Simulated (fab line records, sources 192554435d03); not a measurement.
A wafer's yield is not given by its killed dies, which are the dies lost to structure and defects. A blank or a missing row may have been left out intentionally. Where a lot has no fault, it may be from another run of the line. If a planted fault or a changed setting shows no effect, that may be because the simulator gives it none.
fab line records	flow n5-finfet	part 2 of 2: steps 5 to 6 of 6
record: lots: 23	wafers: 69	last-day: 17
route steps=1938 shown GATE_CUT@497 MOL_CONTACT_COAG@526
lots that met no fault: from a run of the same line without faults
start-h: the number of hours between the record's first day and the start of the first shown wafer of the lot	wait-h: how many hours have passed since the lot's step before this one	" as in the row above	L1.1+2: a single row standing in for several wafers	- no value, or no start given	* or withheld: withheld	< > ~ a bound
route shown NAME@n: a module of which the file shows steps, and the number in the route of the first	usual: the fault-free wafers' mean and standard deviation	same: alike in all rows	chamber/n: place in a boat	sites: each site's reading	_std_site: standard deviation of those values	_edge_site: mean of outer sites minus mean of inner sites	radius-mm: for every site, how far away it sits from the centre of the wafer	mask NAME#n: copy n	behind: the last tool/chamber to shape the wafer	hold: reason for holding the lot/hours on hold/outcome of the hold	device: names the non-switching transistor (n, p or np)	end of line: the tests these same wafers got at the end of their route	step lacking rows: just its recipe	killed: the dies lost at the first sort to structure and to defects; this is not the yield of the wafer	map: dies across one wafer; x = killed, . = not, _ = none there
set.NAME: the setting that was run; set.NAME@STEP: the one run at that earlier step	model.NAME: the simulator's own value behind a step, which no gauge read
route steps across a sampled set of lots; one table per step, one row per wafer
services: the hour from which a tool's chamber was out of use, counted from the record's first day as start-h (under 0 if before that day), plus the number of hours and why
== steps ==
step: N5_MOL_CONTACT_COAG_CD_MEAS_08
recipe: target-cd-nm: 28	landing-energy-ev: 500	detector: se-inlens	polarity: opening
usual: cd-nm: 27.99/0.29
lot.wafer	tool	chamber	start-h	wait-h	cd-nm
L074.1	cd-sem-03	0	86.69	-	27.99
L074.3	"	0	"	"	28.10
L074.5	"	0	"	"	27.45
L075.2	cd-sem-03	0	96.46	-	28.38
L075.4	"	0	"	"	28.22
L075.6	"	0	"	"	28.26
L077.1	cd-sem-02	0	107.97	-	27.57
L077.2	"	0	"	"	28.09
L077.6	"	0	"	"	28.03
L078.1	cd-sem-03	0	114.26	-	27.99
L078.4	"	0	"	"	28.74
L078.6	"	0	"	"	28.06
L079.1	cd-sem-02	0	117.96	-	28.20
L079.2	"	0	"	"	27.84
L079.3	"	0	"	"	28.36
L080.1	cd-sem-01	0	123.39	-	28.38
L080.5	"	0	"	"	28.04
L080.6	"	0	"	"	27.80
L081.1	cd-sem-01	0	131.69	-	27.88
L081.5	"	0	"	"	28.20
L081.6	"	0	"	"	28.36
L082.1	cd-sem-03	0	136.53	-	28.15
L082.3	"	0	"	"	27.83
L082.5	"	0	"	"	27.76
L083.1	cd-sem-03	0	143.08	-	27.52
L083.2	"	0	"	"	28.32
L083.5	"	0	"	"	27.84
L084.1	cd-sem-03	0	148.87	-	27.68
L084.3	"	0	"	"	28.41
L084.4	"	0	"	"	27.96
L085.1	cd-sem-02	0	155.56	-	28.35
L085.2	"	0	"	"	27.82
L085.6	"	0	"	"	27.55
L086.1	cd-sem-02	0	163.15	-	28.28
L086.3	"	0	"	"	28.46
L086.5	"	0	"	"	27.96
L087.1	cd-sem-02	0	165.94	-	27.87
L087.2	"	0	"	"	28.06
L087.3	"	0	"	"	27.98
L088.3	cd-sem-02	0	172.00	-	27.24
L088.5	"	0	"	"	27.89
L088.6	"	0	"	"	27.49
L089.1	cd-sem-01	0	177.49	-	28.27
L089.2	"	0	"	"	28.06
L089.5	"	0	"	"	27.82
L090.2	cd-sem-02	0	182.42	-	28.34
L090.4	"	0	"	"	28.24
L090.6	"	0	"	"	28.14
L091.1	cd-sem-02	0	189.14	-	27.78
L091.2	"	0	"	"	27.75
L091.6	"	0	"	"	28.18
L092.1	cd-sem-03	0	194.07	-	28.63
L092.2	"	0	"	"	27.81
L092.3	"	0	"	"	27.85
L093.1	cd-sem-02	0	205.09	-	28.08
L093.2	"	0	"	"	27.57
L093.3	"	0	"	"	27.71
L094.2	cd-sem-02	0	208.74	-	28.16
L094.3	"	0	"	"	28.19
L094.5	"	0	"	"	28.04
L095.1	cd-sem-02	0	214.70	-	27.95
L095.3	"	0	"	"	27.59
L095.6	"	0	"	"	27.78
L096.2	cd-sem-03	0	221.97	-	28.09
L096.3	"	0	"	"	27.46
L096.6	"	0	"	"	27.85
L097.1	cd-sem-03	0	224.88	-	28.27
L097.3	"	0	"	"	28.14
L097.6	"	0	"	"	27.59
step: N5_MOL_CONTACT_COAG_ETCH_59
recipe: chemistry: N2/H2	target: underlayer	target-depth-a: 130	mask-material: CAR-EUV	time-s: 10.4	ion-energy-ev: 200	pressure-mtorr: 30	source-w: 840	bias-w: 150	n2-flow-sccm: 200	h2-flow-sccm: 200	ends: cleared
usual: drypump-motor-current-A: 5.7/0.47	etch-rf-on-time-s: 10.4/0.4	oes-product-au: 0.64/0.067	rf-vpp-V: 525.2/2.2	showerhead-plenum-p-Torr: 2.59/0.082	throttle-valve-pct: 17.90/0.23
lot.wafer	tool	chamber	start-h	wait-h	drypump-motor-current-A	etch-rf-on-time-s	oes-product-au	rf-hours-counter-h	rf-vpp-V	showerhead-plenum-p-Torr	throttle-valve-pct
L074.1	rie-diel-05	1	86.85	0.0	5.2	10.2	0.64	215	524.7	2.63	18.14
L074.3	"	3	"	"	5.6	10.8	0.59	233	520.0	2.42	18.21
L074.5	"	1	"	"	5.2	10.3	0.63	-	525.7	2.63	18.14
L075.2	rie-diel-04	1	96.61	0.0	5.1	10.4	0.61	197	526.3	2.62	18.09
L075.4	"	0	"	"	5.9	10.2	0.59	245	523.7	2.52	18.07
L075.6	"	0	"	"	5.9	10.2	0.59	-	523.0	2.52	18.07
L077.1	rie-diel-04	0	108.13	0.0	5.9	10.3	0.59	249	523.5	2.52	18.10
L077.2	"	1	"	"	5.1	10.5	0.61	201	526.5	2.61	18.10
L077.6	"	1	"	"	5.1	10.4	0.62	-	525.5	2.61	18.10
L078.1	rie-diel-05	2	114.42	0.0	6.4	10.1	0.73	75	527.4	2.69	17.72
L078.4	"	0	"	"	6.1	10.3	0.66	169	526.4	2.65	17.65
L078.6	"	2	"	"	6.4	10.0	0.72	-	527.2	2.69	17.72
L079.1	rie-diel-05	0	118.14	0.0	6.1	10.4	0.65	171	527.2	2.65	17.63
L079.2	"	2	"	"	6.3	10.1	0.72	76	527.8	2.69	17.73
L079.3	"	1	"	"	5.2	10.4	0.61	228	527.7	2.62	18.16
L080.1	rie-diel-04	2	123.54	0.0	4.8	10.9	0.58	216	523.8	2.62	18.28
L080.5	"	2	"	"	4.8	10.9	0.58	-	525.7	2.62	18.28
L080.6	"	1	"	"	5.1	10.3	0.61	-	527.3	2.61	18.10
L081.1	rie-diel-05	1	131.99	0.0	5.2	10.4	0.61	233	524.3	2.62	18.17
L081.5	"	0	"	"	6.0	10.2	0.66	-	524.6	2.64	17.65
L081.6	"	2	"	"	6.3	10.0	0.73	-	527.6	2.69	17.72
L082.1	rie-diel-04	2	136.69	0.0	4.8	10.8	0.58	223	526.0	2.62	18.30
L082.3	"	3	"	"	5.4	10.8	0.58	252	523.9	2.48	17.78
L082.5	"	1	"	"	5.1	10.5	0.61	-	525.9	2.61	18.13
L083.1	rie-diel-04	3	143.24	0.0	5.4	10.9	0.57	254	524.6	2.48	17.79
L083.2	"	2	"	"	4.8	10.8	0.58	226	524.2	2.61	18.30
L083.5	"	2	"	"	4.8	10.8	0.58	-	525.0	2.62	18.29
L084.1	rie-diel-05	0	149.03	0.0	6.1	10.3	0.65	183	526.7	2.64	17.65
L084.3	"	1	"	"	5.2	10.5	0.60	240	524.1	2.62	18.18
L084.4	"	2	"	"	6.4	10.1	0.71	88	526.4	2.68	17.74
L085.1	rie-diel-05	3	155.73	0.0	5.6	10.4	0.80	3	529.6	2.74	17.84
L085.2	"	0	"	"	6.1	10.4	0.64	186	528.1	2.64	17.67
L085.6	"	3	"	"	5.6	10.2	0.82	-	527.2	2.74	17.84
L086.1	rie-diel-04	1	163.31	0.0	5.1	10.4	0.60	225	525.3	2.60	18.15
L086.3	"	2	"	"	4.8	10.7	0.57	234	526.0	2.61	18.32
L086.5	"	0	"	"	5.9	9.9	0.84	-	522.3	2.52	17.71
L087.1	rie-diel-05	3	166.09	0.0	5.6	10.4	0.80	7	528.6	2.74	17.83
L087.2	"	1	"	"	5.2	10.3	0.61	246	527.4	2.61	18.20
L087.3	"	0	"	"	6.1	10.3	0.64	190	527.6	2.64	17.68
L088.3	rie-diel-06	0	172.15	0.0	5.7	10.5	0.65	128	522.7	2.56	17.68
L088.5	"	3	"	"	5.8	9.8	0.65	-	525.0	2.53	18.09
L088.6	"	2	"	"	6.1	9.9	0.66	-	528.0	2.68	17.69
L089.1	rie-diel-06	1	177.69	0.0	6.1	11.1	0.58	226	524.3	2.49	17.76
L089.2	"	2	"	"	6.1	10.0	0.65	168	525.8	2.68	17.69
L089.5	"	0	"	"	5.7	10.5	0.65	-	523.5	2.55	17.70
L090.2	rie-diel-05	0	182.79	0.0	6.0	10.1	0.64	194	528.0	2.64	17.69
L090.4	"	2	"	"	6.3	10.0	0.71	-	528.0	2.68	17.75
L090.6	"	0	"	"	6.1	10.2	0.64	-	525.8	2.64	17.67
L091.1	rie-diel-06	0	189.30	0.0	5.7	10.8	0.65	135	525.0	2.55	17.70
L091.2	"	1	"	"	6.2	11.2	0.57	229	522.5	2.49	17.76
L091.6	"	1	"	"	6.2	11.2	0.57	-	521.9	2.49	17.77
L092.1	rie-diel-06	3	194.36	0.0	5.8	9.9	0.64	197	525.4	2.53	18.09
L092.2	"	1	"	"	6.2	11.1	0.57	232	524.0	2.48	17.76
L092.3	"	0	"	"	5.7	10.6	0.65	137	525.5	2.55	17.69
L093.1	rie-diel-06	0	205.53	0.0	5.7	10.7	0.64	142	524.4	2.55	17.72
L093.2	"	3	"	"	5.8	9.9	0.64	202	523.6	2.52	18.10
L093.3	"	2	"	"	6.1	10.1	0.65	176	527.2	2.67	17.68
L094.2	rie-diel-06	2	208.89	0.0	6.1	9.9	0.65	177	524.6	2.67	17.71
L094.3	"	1	"	"	6.2	11.1	0.58	237	523.9	2.48	17.78
L094.5	"	2	"	"	6.1	9.9	0.65	-	527.4	2.67	17.70
L095.1	rie-diel-06	1	215.23	0.0	6.1	11.1	0.57	239	524.5	2.48	17.79
L095.3	"	0	"	"	5.7	10.7	0.64	143	524.0	2.55	17.70
L095.6	"	3	"	"	5.8	9.8	0.64	-	524.4	2.52	18.10
L096.2	rie-diel-06	0	222.19	0.0	5.7	10.7	0.64	146	524.7	2.55	17.72
L096.3	"	1	"	"	6.1	11.2	0.57	242	522.9	2.48	17.78
L096.6	"	1	"	"	6.2	11.3	0.57	-	524.0	2.48	17.78
L097.1	rie-diel-04	3	225.19	0.0	5.4	10.3	0.78	20	521.6	2.47	17.43
L097.3	"	1	"	"	5.1	10.3	0.59	249	526.0	2.59	18.19
L097.6	"	3	"	"	5.4	10.4	0.77	-	522.4	2.47	17.41
== services ==
tool	chamber	start-h	hours	kind
rie-metal-03	1	76.76	-	clean
rie-metal-03	1	76.76	28.7	scheduled-down
rie-metal-03	1	76.76	28.7	vent-cycle
rie-diel-06	1	80.31	8.1	repair
rie-diel-06	0	81.71	7.0	repair
rie-diel-06	3	86.99	2.4	repair
rie-diel-06	2	88.53	27.7	repair
rie-metal-03	-	89.74	0.3	repair
rie-diel-01	2	96.68	7.6	repair
rie-metal-02	1	106.00	6.8	repair
rie-metal-03	-	121.32	1.4	pm
rie-diel-05	3	131.35	-	clean
rie-diel-05	3	131.35	-	consumable-replace:focus-ring
rie-diel-05	3	131.35	-	consumable-replace:showerhead
rie-diel-01	0	137.19	2.4	repair
rie-diel-01	3	176.74	8.3	repair
rie-diel-03	2	181.29	-	clean
rie-diel-03	2	181.29	-	consumable-replace:focus-ring
rie-diel-03	2	181.29	-	consumable-replace:showerhead
rie-diel-06	0	207.22	4.4	repair
rie-metal-02	0	212.27	-	clean
rie-metal-02	0	212.27	26.9	scheduled-down
rie-metal-02	0	212.27	26.9	vent-cycle
rie-diel-04	2	217.90	5.7	repair
